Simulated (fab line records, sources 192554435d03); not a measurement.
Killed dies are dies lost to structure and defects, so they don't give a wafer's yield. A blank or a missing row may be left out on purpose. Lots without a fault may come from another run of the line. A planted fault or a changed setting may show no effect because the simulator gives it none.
Chamber matching | flow n5_finfet | N5_BEOL_M2_DESCUM_33 on rie_diel-03: 4 sister chambers
The step chemistry O2, time 7 s. 18 wafers are shown with their chamber, then 9 later ones without.

WAFERS WITH THEIR CHAMBER
wafer  | chamber | showerhead_plenum_p_Torr (Torr) | drypump_motor_current_A (A) | throttle_valve_pct (%)
L075.3 | 1       | 2.11                            | 6.6                         | 20.84
L075.4 | 2       | 2.01                            | 5.7                         | 20.44
L075.6 | 0       | 2.14                            | 5.6                         | 20.31
L078.1 | 1       | 2.10                            | 6.6                         | 20.86
L078.3 | 2       | 2.00                            | 5.8                         | 20.45
L078.5 | 3       | 2.22                            | 5.3                         | 20.53
L085.3 | 0       | 2.13                            | 5.5                         | 20.36
L085.5 | 3       | 2.21                            | 5.3                         | 20.54
L085.6 | 2       | 2.00                            | 5.8                         | 20.46
L087.2 | 1       | 2.10                            | 6.6                         | 20.87
L087.3 | 2       | 2.00                            | 5.7                         | 20.45
L087.4 | 3       | 2.21                            | 5.2                         | 20.55
L088.3 | 1       | 2.10                            | 6.6                         | 20.87
L088.4 | 0       | 2.13                            | 5.5                         | 20.35
L088.6 | 3       | 2.21                            | 5.3                         | 20.55
L090.3 | 2       | 2.00                            | 5.7                         | 20.48
L090.4 | 3       | 2.21                            | 5.2                         | 20.56
L090.5 | 2       | 2.00                            | 5.8                         | 20.48

SIGNATURES (means of the wafers above)
reading                  | chamber 0 | chamber 1 | chamber 2 | chamber 3 | scatter within a chamber
showerhead_plenum_p_Torr | 2.1333    | 2.1025    | 2.0017    | 2.2120    | 0.00467
drypump_motor_current_A  | 5.533     | 6.600     | 5.750     | 5.260     | 0.049
throttle_valve_pct       | 20.3400   | 20.8600   | 20.4600   | 20.5460   | 0.0167
Rule: a wafer's distance from a chamber is the root of the sum, over the readings, of the square of ((its reading less the chamber's mean) divided by the reading's scatter). The wafer belongs to the nearest chamber; if the next one is less than 2 further off, it can't be placed. The scatter: the root of (the sum of the squares of (reading less its chamber's mean) over the shown wafers, divided by (wafers less chambers)).

WAFERS WITHOUT THEIR CHAMBER
wafer  | showerhead_plenum_p_Torr (Torr) | drypump_motor_current_A (A) | throttle_valve_pct (%)
L093.1 | 2.00                            | 5.7                         | 20.48
L093.2 | 2.13                            | 5.5                         | 20.35
L093.3 | 2.09                            | 6.5                         | 20.90
L095.1 | 1.99                            | 5.8                         | 20.47
L095.2 | 2.21                            | 5.3                         | 20.58
L095.3 | 2.09                            | 6.6                         | 20.90
L097.1 | 1.99                            | 5.8                         | 20.48
L097.3 | 2.20                            | 5.3                         | 20.57
L097.6 | 2.09                            | 6.6                         | 20.90

WHICH CHAMBER EACH WENT THROUGH
wafer  | from the rows above | in truth
L093.1 | 2                   | 2
L093.2 | 0                   | 0
L093.3 | 1                   | 1
L095.1 | 2                   | 2
L095.2 | 3                   | 3
L095.3 | 1                   | 1
L097.1 | 2                   | 2
L097.3 | 3                   | 3
L097.6 | 1                   | 1
Placed correctly: 9 of 9. Can't be placed from these rows: 0. Placed wrongly: 0.
